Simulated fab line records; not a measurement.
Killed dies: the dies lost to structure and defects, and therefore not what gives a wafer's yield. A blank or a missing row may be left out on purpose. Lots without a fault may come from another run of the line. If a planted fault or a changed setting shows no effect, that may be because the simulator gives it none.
Comparing a struck lot with a sound one ; flow n5 finfet ; 37 steps out of a route of 1938
Sound: these wafers, L312.1, L312.3, L312.5. The struck wafers were L306.1, L306.3, L306.5. The cause is given at the end.
Order at every step that has rows: each side's tool, ch and its chambers, its first start. Under that, the readings that differ: sound wafers ; struck wafers ; difference of the means ; sigmas: that difference in standard deviations of wafers without a fault.
alike: readings whose means differ by less than 2 such deviations, and words and numbers that are the same on both sides. not compared: withheld readings, readings that some wafer has no value for, bounds like >300 that may hide the same value, and numbers for which the record gives no deviation and whose values overlap.
Wherever a step has rows on one side only, a row that says differs or no value, or a row with sigmas, the two part there. When numbers do not overlap yet have no deviation, they are printed without sigmas and do not part them. A reading missing from all wafers of one side parts the sides only when that side holds two or more wafers.

first, 9 steps without rows for these wafers: N5_BEOL_M4_ANNEAL_95 (time 240 s); N5_BEOL_M4_SPUTTER_96 (material Cu, target thk 4.5 nm, time 8.29 s); N5_BEOL_M4_ECD_50 (material Cu, target thk 300 nm); N5_BEOL_M4_ANNEAL_51 (time 90 s); N5_BEOL_M4_CMP_52 (polishes, stops on SiOC, t overpolish 6.8 s, target thk 40 nm); N5_BEOL_M4_PRE_CLEAN_60 (time 15 s); N5_BEOL_M4_CO_CAP_55 (material Co, precursor CCTBA/H2, target thk 2 nm, time 102.1 s); N5_BEOL_M4_PRE_CLEAN_56 (time 15 s); N5_BEOL_M4_DEP_57 (deposits SiCN from 3MS/NH3, target thk 8 nm, time 14 s).
N5_BEOL_M4_RC_MEAS_101:
  sound on prober-01 ch 0, day 14 04:18; struck on prober-01 ch 0, day 12 03:11
  alike: DIBL_N, DIBL_P, IOFF_N, IOFF_P, ION_N, ION_P, SS_N, SS_P, VT_N, VT_P
then, 24 steps without rows for these wafers: N5_BEOL_M5_ILD_DEP_00 (deposits SiCOH lowk from DEMS/porogen, target thk 140.64 nm, time 25.9 s); N5_BEOL_M5_CURE_79 (cures SiCOH lowk, time 240 s); N5_BEOL_M5_PECVD_70 (deposits SiO2 from TEOS/O2, target thk 16 nm, time 18 s); N5_BEOL_M5_HM_DEP_02 (deposits TiN, target thk 20 nm); N5_BEOL_M5_COAT_59 (time 60 s, resist thk 60 nm); N5_BEOL_M5_COAT_60 (time 60 s, resist thk 12 nm); N5_BEOL_M5_COAT_71 (time 60 s, resist thk 5 nm); N5_BEOL_M5_COAT_05 (resist thk 30 nm); N5_BEOL_M5_EBR_07; N5_BEOL_M5_SOFTBAKE_06 (time 60 s); N5_BEOL_M5_EXPOSE_08 (exposes mask M5, target cd 28 nm); N5_BEOL_M5_PEB_09 (peb time 60 s); N5_BEOL_M5_DEVELOP_10 (develop time 30 s); N5_BEOL_M5_DESCUM_16 (chemistry O2, time 7 s); N5_BEOL_M5_ETCH_72 (etches underlayer in N2/H2, target depth 6.5 nm, time 5.2 s); N5_BEOL_M5_ETCH_61 (etches SiARC in CF4, target depth 15.6 nm, time 26 s); N5_BEOL_M5_ETCH_62 (etches SOC in N2/H2, target depth 75 nm, overetch 15 nm, time 112.5 s); N5_BEOL_M5_STRIP_63 (strips in N2/H2); N5_BEOL_M5_STRIP_73 (strips in N2/H2); N5_BEOL_M5_STRIP_64 (strips in CF4); N5_BEOL_M5_HM_OPEN_17 (chemistry Cl2/BCl3, target TiN, target depth 20 nm, overetch 6 nm); N5_BEOL_M5_STRIP_19 (strips in O2); N5_BEOL_M5_COAT_65 (time 60 s, resist thk 60 nm); N5_BEOL_M5_COAT_66 (time 60 s, resist thk 12 nm).
-- a jump in the record: the struck wafers' starts before and after are 3 days apart (it breaks off in module BEOL_M5 and resumes in module BEOL_M15, where the first step shown is number 1819 of the route) --
N5_BEOL_M15_SPUTTER_43: material TaN, target thk 15 nm, time 24.19 s.
  sound on pvd sputter-02 at day 17 20:53; struck on pvd sputter-01 at day 15 14:11
  no value came back on the struck wafers for bias v (V), cathode dc power W (W), chamber pressure pa (Pa), throttle valve pct (%); on the sound wafers bias v (V) reads 169.5 167.1 168.9
N5_BEOL_M15_CMP_49: polishes, stops on SiO2, t overpolish 4.9 s, target thk 850 nm.
  sound on cmp-03 ch 1,2,3, day 17 22:20; struck on cmp-03 ch 0,1, day 15 15:03
reading;sound;struck;difference;sigmas
barrier field endpoint s (s);11.4 11.4 11.3;5.5 5.8 5.7;-5.7;-19
  alike: motor current A, slurry flow ml min
N5_PASSIVATION_PROBE_49:
  sound on prober-01 at day 18 19:02; struck on prober-02 at day 16 06:49
reading;sound;struck;difference;sigmas
defect limited yield (%);90.7 93.4 93.0;85.4 82.9 84.2;-8.2;-5
killed_at_M4_up;20 5 9;98 127 80;+90;+16
killed dies;110 78 83;172 202 186;+96;+6
killed on rim;20 11 9;54 29 29;+24;+6
sort_bin_5_function (%);5.5 4.1 4.6;11.5 13.7 12.0;+7.7;+8
sort n pass;1070 1102 1097;1008 978 994;-96;-6
sort yield pct (%);90.7 93.4 93.0;85.4 82.9 84.2;-8.2;-5
  alike: killed_at_M0_to_M3, killed at contacts, killed at front end, killed at other, killed open, killed short, sort_bin_6_memory

## WHERE THEY PART
First at N5_BEOL_M15_SPUTTER_43; last, within this record, at N5_PASSIVATION_PROBE_49.

WHY: what had been put in by the simulator
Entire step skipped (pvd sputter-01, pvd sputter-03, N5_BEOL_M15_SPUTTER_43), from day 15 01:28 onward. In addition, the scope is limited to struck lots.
